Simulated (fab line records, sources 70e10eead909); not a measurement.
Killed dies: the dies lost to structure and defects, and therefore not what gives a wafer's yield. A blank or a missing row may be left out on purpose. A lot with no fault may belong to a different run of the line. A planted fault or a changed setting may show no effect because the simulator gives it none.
Struck lot and sound lot, side by side	flow nand-harc	13 out of 1159 route steps
Sound: wafers L701.2, L701.4, L701.6. Wafers L705.3, L705.4, L705.6 were the ones struck. The cause is named last.
For every step that has rows: the tool of each side, followed by ch and its chambers, followed by its first start. Under that, the readings that differ: sound wafers	struck wafers	difference of the means	sigmas: that difference in standard deviations of wafers without a fault.
alike: words and numbers the same on both sides, and readings whose means are apart by under 2 such deviations; not compared: readings that were withheld, readings missing a value for some wafer, numbers with overlapping values and no deviation given by the record, and bounds like >300 which may hide the same value.
Wherever a step has rows on one side only, a row that says differs or no value, or a row with sigmas, the two part there. Numbers that have no deviation but don't overlap get no sigmas and don't part them. Lack of a reading on every wafer of one side parts them only where that side has two or more wafers.

NHARC_A_STAIRCASE_CMP_472: polishes SiO2.
  sound on cmp-01 ch 0,1,2, day 15 02:49; struck on cmp-01 ch 0,1,2, day 15 23:04
  alike: motor-current-A
following that, these wafers have no rows for 1 step: NHARC_A_STAIRCASE_SRD_474.
NHARC_A_STAIRCASE_INSPECT_155:
  sound on defect-inspect-01 at day 15 03:08; struck on defect-inspect-02 at day 15 23:23
  alike: raw-defect-count
NHARC_A_SGD_CUT_DEP_00: deposits SiNx, target thk 50 nm.
  sound on pecvd-04 ch 0,2, day 15 03:14; struck on pecvd-02 ch 0,1, day 15 23:29
reading	sound	struck	difference	sigmas
heater-power-w (W)	716 829 739	541 528 598	-206	-2
then, 7 steps without rows for these wafers: NHARC_A_SGD_CUT_DEHYDRATE_01 (time 120 s); NHARC_A_SGD_CUT_HMDS_02 (time 30 s); NHARC_A_SGD_CUT_COAT_56 (time 75 s); NHARC_A_SGD_CUT_COAT_57 (time 65 s); NHARC_A_SGD_CUT_COAT_03 (resist thk 90 nm); NHARC_A_SGD_CUT_SOFTBAKE_04 (time 55 s); NHARC_A_SGD_CUT_EBR_05.
NHARC_A_SGD_CUT_EXPOSE_06: exposes mask SGD.
  sound on arfi-scanner-02 ch 0, day 15 03:47; struck on arfi-scanner-02, day 16 00:03
  no value came back on the struck wafers for exposure-dose-mJ-cm2, focus-offset-nm (nm); on the sound wafers exposure-dose-mJ-cm2 reads 85.29 85.46 85.28
  alike: mask
then, 1 step without rows for these wafers: NHARC_A_SGD_CUT_PEB_07 (peb time 65 s).

WHERE THEY PART
Earliest at NHARC_A_SGD_CUT_DEP_00; latest, in this record, at NHARC_A_SGD_CUT_EXPOSE_06.

WHY: what had been put in by the simulator
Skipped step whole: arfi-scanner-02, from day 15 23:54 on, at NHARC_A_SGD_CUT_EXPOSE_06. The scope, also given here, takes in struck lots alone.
